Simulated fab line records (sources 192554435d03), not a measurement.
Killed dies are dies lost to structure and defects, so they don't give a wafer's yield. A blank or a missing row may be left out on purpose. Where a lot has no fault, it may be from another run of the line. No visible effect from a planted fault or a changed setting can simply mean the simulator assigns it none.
Matching of chambers || flow n5-finfet || rie-diel-06 running N5_BEOL_M2_ETCH_63: 4 sister chambers
The step etches SiARC in CF4, target depth 15.6 nm, time 26 s. 14 wafers are shown with their chamber, then 7 later ones without.

== WAFERS PAIRED WITH THEIR CHAMBERS ==
{"wafer": "L075.3", "chamber": 1, "oes-product-au (a.u.)": 0.83, "throttle-valve-pct (%)": 15.34, "etch-rf-on-time-s (s)": 25.7}
{"wafer": "L075.4", "chamber": 0, "oes-product-au (a.u.)": 0.67, "throttle-valve-pct (%)": 15.75, "etch-rf-on-time-s (s)": 24.5}
{"wafer": "L075.6", "chamber": 3, "oes-product-au (a.u.)": 0.63, "throttle-valve-pct (%)": 15.62, "etch-rf-on-time-s (s)": 26.3}
{"wafer": "L078.1", "chamber": 3, "oes-product-au (a.u.)": 0.63, "throttle-valve-pct (%)": 15.63, "etch-rf-on-time-s (s)": 26.2}
{"wafer": "L078.2", "chamber": 0, "oes-product-au (a.u.)": 0.67, "throttle-valve-pct (%)": 15.74, "etch-rf-on-time-s (s)": 24.3}
{"wafer": "L078.4", "chamber": 1, "oes-product-au (a.u.)": 0.83, "throttle-valve-pct (%)": 15.35, "etch-rf-on-time-s (s)": 25.6}
{"wafer": "L079.1", "chamber": 1, "oes-product-au (a.u.)": 0.82, "throttle-valve-pct (%)": 15.36, "etch-rf-on-time-s (s)": 26.0}
{"wafer": "L079.5", "chamber": 2, "oes-product-au (a.u.)": 0.75, "throttle-valve-pct (%)": 15.52, "etch-rf-on-time-s (s)": 24.6}
{"wafer": "L079.6", "chamber": 3, "oes-product-au (a.u.)": 0.62, "throttle-valve-pct (%)": 15.64, "etch-rf-on-time-s (s)": 26.9}
{"wafer": "L081.2", "chamber": 2, "oes-product-au (a.u.)": 0.76, "throttle-valve-pct (%)": 15.50, "etch-rf-on-time-s (s)": 24.3}
{"wafer": "L081.4", "chamber": 1, "oes-product-au (a.u.)": 0.82, "throttle-valve-pct (%)": 15.35, "etch-rf-on-time-s (s)": 26.0}
{"wafer": "L081.6", "chamber": 3, "oes-product-au (a.u.)": 0.63, "throttle-valve-pct (%)": 15.64, "etch-rf-on-time-s (s)": 26.4}
{"wafer": "L080.2", "chamber": 2, "oes-product-au (a.u.)": 0.75, "throttle-valve-pct (%)": 15.53, "etch-rf-on-time-s (s)": 24.4}
{"wafer": "L080.5", "chamber": 3, "oes-product-au (a.u.)": 0.62, "throttle-valve-pct (%)": 15.65, "etch-rf-on-time-s (s)": 26.5}

SIGNATURES (averages over the wafers above)
{"reading": "oes-product-au", "chamber 0": 0.6700, "chamber 1": 0.8250, "chamber 2": 0.7533, "chamber 3": 0.6260, "scatter within a chamber": 0.00535}
{"reading": "throttle-valve-pct", "chamber 0": 15.7450, "chamber 1": 15.3500, "chamber 2": 15.5167, "chamber 3": 15.6360, "scatter within a chamber": 0.0111}
{"reading": "etch-rf-on-time-s", "chamber 0": 24.400, "chamber 1": 25.825, "chamber 2": 24.433, "chamber 3": 26.460, "scatter within a chamber": 0.22}
Rule: distance of a wafer from a chamber = root of the sum over the readings of ((wafer's reading minus chamber's mean) / reading's scatter) squared. The wafer belongs to the nearest chamber; if the next one is less than 2 further off, it can't be placed. The scatter is the square root of a quotient: the sum, over the shown wafers, of each reading's squared deviation from its chamber's mean, divided by wafers minus chambers.

== WAFERS WITH NO CHAMBER GIVEN ==
{"wafer": "L080.6", "oes-product-au (a.u.)": 0.76, "throttle-valve-pct (%)": 15.53, "etch-rf-on-time-s (s)": 24.4}
{"wafer": "L085.2", "oes-product-au (a.u.)": 0.62, "throttle-valve-pct (%)": 15.68, "etch-rf-on-time-s (s)": 26.5}
{"wafer": "L085.4", "oes-product-au (a.u.)": 0.66, "throttle-valve-pct (%)": 15.79, "etch-rf-on-time-s (s)": 24.4}
{"wafer": "L085.5", "oes-product-au (a.u.)": 0.80, "throttle-valve-pct (%)": 15.38, "etch-rf-on-time-s (s)": 25.7}
{"wafer": "L089.4", "oes-product-au (a.u.)": 0.66, "throttle-valve-pct (%)": 15.78, "etch-rf-on-time-s (s)": 24.1}
{"wafer": "L089.5", "oes-product-au (a.u.)": 0.65, "throttle-valve-pct (%)": 15.78, "etch-rf-on-time-s (s)": 24.1}
{"wafer": "L089.6", "oes-product-au (a.u.)": 0.78, "throttle-valve-pct (%)": 15.40, "etch-rf-on-time-s (s)": 26.0}

== EACH ONE'S CHAMBER ==
{"wafer": "L080.6", "from the rows above": 2, "in truth": 2}
{"wafer": "L085.2", "from the rows above": 3, "in truth": 3}
{"wafer": "L085.4", "from the rows above": 0, "in truth": 0}
{"wafer": "L085.5", "from the rows above": 1, "in truth": 1}
{"wafer": "L089.4", "from the rows above": 0, "in truth": 0}
{"wafer": "L089.5", "from the rows above": 0, "in truth": 0}
{"wafer": "L089.6", "from the rows above": 1, "in truth": 1}
Correctly placed: 7 of 7. From these rows, 0 cannot be placed. Wrongly placed: 0.
